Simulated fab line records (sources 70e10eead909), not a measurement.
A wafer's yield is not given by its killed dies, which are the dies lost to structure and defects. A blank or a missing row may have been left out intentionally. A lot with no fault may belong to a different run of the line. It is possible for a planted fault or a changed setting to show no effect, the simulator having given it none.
Which tool was responsible? :: flow nandHarc :: 14 lots, 42 wafers sampled, at 2 steps of a route of 1159

WHAT EACH GAUGE READ, for each wafer
NHARC_A_CHANNEL_HOLE_D1_CD_MEAS_18.
lot: L811
measured: day 8 04:15
on: cdSem-02
cdNm (nm): 101.1 99.9 101.1

lot: L813
measured: day 8 16:33
on: cdSem-01
cdNm (nm): 98.2 99.3 99.8

lot: L812
measured: day 8 17:43
on: cdSem-02
cdNm (nm): 98.8 96.6 99.1

lot: L814
measured: day 9 03:35
on: cdSem-01
cdNm (nm): 100.3 100.7 100.3

lot: L815
measured: day 9 08:07
on: cdSem-01
cdNm (nm): 98.5 99.9 98.2

lot: L816
measured: day 9 08:17
on: cdSem-03
cdNm (nm): 99.0 97.3 100.1

lot: L817
measured: day 9 22:16
on: cdSem-02
cdNm (nm): 100.4 98.4 101.8

lot: L818
measured: day 9 22:25
on: cdSem-03
cdNm (nm): 102.5 99.7 99.8

lot: L819
measured: day 10 14:29
on: cdSem-02
cdNm (nm): 96.2 94.9 98.9

lot: L821
measured: day 11 07:09
on: cdSem-02
cdNm (nm): 99.0 97.8 98.1

lot: L825
measured: day 11 20:40
on: cdSem-02
cdNm (nm): 99.5 98.5 100.5

lot: L826
measured: day 12 03:38
on: cdSem-01
cdNm (nm): 101.7 99.6 98.7

lot: L831
measured: day 13 07:02
on: cdSem-03
cdNm (nm): 97.8 98.0 101.1

lot: L832
measured: day 13 11:17
on: cdSem-03
cdNm (nm): 97.8 100.6 98.7

TOOL THAT RAN EACH LOT (tool first, then ch and the chambers of the sampled wafers, then the start)
lot: L811
NHARC_A_CHANNEL_HOLE_D1_ETCH_34: rieDiel-03 ch 1,2, day 8 03:34

lot: L813
NHARC_A_CHANNEL_HOLE_D1_ETCH_34: rieDiel-12 ch 0,2,3, day 8 15:53

lot: L812
NHARC_A_CHANNEL_HOLE_D1_ETCH_34: rieDiel-07 ch 0,1,3, day 8 17:03

lot: L814
NHARC_A_CHANNEL_HOLE_D1_ETCH_34: rieDiel-03 ch 0,3, day 9 02:55

lot: L815
NHARC_A_CHANNEL_HOLE_D1_ETCH_34: rieDiel-03 ch 2,3, day 9 07:26

lot: L816
NHARC_A_CHANNEL_HOLE_D1_ETCH_34: rieDiel-12 ch 0,1,2, day 9 07:36

lot: L817
NHARC_A_CHANNEL_HOLE_D1_ETCH_34: rieDiel-03 ch 2,3, day 9 21:36

lot: L818
NHARC_A_CHANNEL_HOLE_D1_ETCH_34: rieDiel-12 ch 0,1,3, day 9 21:44

lot: L819
NHARC_A_CHANNEL_HOLE_D1_ETCH_34: rieDiel-03 ch 0,1,3, day 10 13:48

lot: L821
NHARC_A_CHANNEL_HOLE_D1_ETCH_34: rieDiel-07 ch 1,2, day 11 06:29

lot: L825
NHARC_A_CHANNEL_HOLE_D1_ETCH_34: rieDiel-03 ch 0,2,3, day 11 19:59

lot: L826
NHARC_A_CHANNEL_HOLE_D1_ETCH_34: rieDiel-03 ch 0,2,3, day 12 02:58

lot: L831
NHARC_A_CHANNEL_HOLE_D1_ETCH_34: rieDiel-07 ch 0,1,3, day 13 06:23

lot: L832
NHARC_A_CHANNEL_HOLE_D1_ETCH_34: rieDiel-12 ch 0,1,2, day 13 10:37
- NHARC_A_CHANNEL_HOLE_D1_ETCH_34: etches the open film in CF4/CHF3, target depth 154 nm, time 77 s.

WHAT THE TOOLS THEMSELVES READ (means of the sampled wafers that have a number; where no wafer has one, the mark that the record gives instead)
NHARC_A_CHANNEL_HOLE_D1_ETCH_34.
lot: L811
tool: rieDiel-03
drypumpMotorCurrentA (A): 5.5
oesProductAu (a.u.): 0.926
rfVppV (V): 372.8
runLengthS (s): 97.9
showerheadPlenumPTorr (Torr): 1.63
throttleValvePct (%): 16.797

lot: L813
tool: rieDiel-12
drypumpMotorCurrentA (A): 5.4
oesProductAu (a.u.): 0.939
rfVppV (V): 373.6
runLengthS (s): 98.5
showerheadPlenumPTorr (Torr): 1.66
throttleValvePct (%): 16.806

lot: L812
tool: rieDiel-07
drypumpMotorCurrentA (A): 6.0
oesProductAu (a.u.): 0.939
rfVppV (V): 371.9
runLengthS (s): 98.2
showerheadPlenumPTorr (Torr): 1.61
throttleValvePct (%): 16.791

lot: L814
tool: rieDiel-03
drypumpMotorCurrentA (A): 5.1
oesProductAu (a.u.): 0.922
rfVppV (V): 372.1
runLengthS (s): 98.5
showerheadPlenumPTorr (Torr): 1.61
throttleValvePct (%): 16.799

lot: L815
tool: rieDiel-03
drypumpMotorCurrentA (A): 5.1
oesProductAu (a.u.): 0.927
rfVppV (V): 373.3
runLengthS (s): 98.1
showerheadPlenumPTorr (Torr): 1.65
throttleValvePct (%): 16.814

lot: L816
tool: rieDiel-12
drypumpMotorCurrentA (A): 5.6
oesProductAu (a.u.): 0.929
rfVppV (V): 373.0
runLengthS (s): 98.2
showerheadPlenumPTorr (Torr): 1.66
throttleValvePct (%): 16.802

lot: L817
tool: rieDiel-03
drypumpMotorCurrentA (A): 5.3
oesProductAu (a.u.): 0.972
rfVppV (V): 373.1
runLengthS (s): 98.1
showerheadPlenumPTorr (Torr): 1.64
throttleValvePct (%): 16.806

lot: L818
tool: rieDiel-12
drypumpMotorCurrentA (A): 5.3
oesProductAu (a.u.): 0.983
rfVppV (V): 372.8
runLengthS (s): 98.2
showerheadPlenumPTorr (Torr): 1.64
throttleValvePct (%): 16.804

lot: L819
tool: rieDiel-03
drypumpMotorCurrentA (A): 5.3
oesProductAu (a.u.): 0.968
rfVppV (V): 371.9
runLengthS (s): 98.5
showerheadPlenumPTorr (Torr): 1.60
throttleValvePct (%): 16.802

lot: L821
tool: rieDiel-07
drypumpMotorCurrentA (A): 5.6
oesProductAu (a.u.): 0.978
rfVppV (V): 370.3
runLengthS (s): 97.7
showerheadPlenumPTorr (Torr): 1.57
throttleValvePct (%): 16.801

lot: L825
tool: rieDiel-03
drypumpMotorCurrentA (A): 5.2
oesProductAu (a.u.): 0.962
rfVppV (V): 372.3
runLengthS (s): 96.3
showerheadPlenumPTorr (Torr): 1.61
throttleValvePct (%): 16.807

lot: L826
tool: rieDiel-03
drypumpMotorCurrentA (A): 5.2
oesProductAu (a.u.): 0.964
rfVppV (V): 372.0
runLengthS (s): 96.1
showerheadPlenumPTorr (Torr): 1.61
throttleValvePct (%): 16.799

lot: L831
tool: rieDiel-07
drypumpMotorCurrentA (A): 6.0
oesProductAu (a.u.): 0.924
rfVppV (V): 372.2
runLengthS (s): 98.4
showerheadPlenumPTorr (Torr): 1.60
throttleValvePct (%): 16.812

lot: L832
tool: rieDiel-12
drypumpMotorCurrentA (A): 5.6
oesProductAu (a.u.): 0.922
rfVppV (V): 373.5
runLengthS (s): 97.9
showerheadPlenumPTorr (Torr): 1.65
throttleValvePct (%): 16.799

THE ANSWER, worked out from the rows above alone
Rule: the usual values come from the lots themselves. Put in order of their means at a reading, lots are off if they are a third of the lots or fewer, leave a main group of 4 or more, and stand apart from it by a gap of 3 or more times the standard deviation of the main group's means; of several such gaps the widest counts. A main group is skipped when, at the precision printed for the reading in the tables above, its means are all equal. A lot without any number at a reading at which 4 lots or more have one is off too. All remaining lots with rows at the step are treated as sound. After the gauges, taken in route order, come the tools' own readings; for these a lot's mean is taken, as printed above. At the first step where some lot is off, the reading lying furthest off is the one used; lots without a number count as furthest.
Off: L825, L826 (NHARC_A_CHANNEL_HOLE_D1_ETCH_34, runLengthS). The main group: mean 98.2 s, standard deviation 0.25.
A tool fits if, at that step or a process step before it, it ran every lot that is off, and no sound lot after the first of them. One fits: NHARC_A_CHANNEL_HOLE_D1_ETCH_34 on rieDiel-03. A fault onset in the window from L819 (day 10 13:48, its last sound lot) to L825 (day 11 19:59, its first lot off) fits.
On the lots that are off, the tool's own readings at NHARC_A_CHANNEL_HOLE_D1_ETCH_34 differ by more than 5 times the standard deviation of the sound lots' means, which bears it out; runLengthS reads 96.2 s there versus 98.2 s on the sound lots.

WHAT THE SIMULATOR PUT IN
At NHARC_A_CHANNEL_HOLE_D1_ETCH_34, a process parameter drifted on rieDiel-03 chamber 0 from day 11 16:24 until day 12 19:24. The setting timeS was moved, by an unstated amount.
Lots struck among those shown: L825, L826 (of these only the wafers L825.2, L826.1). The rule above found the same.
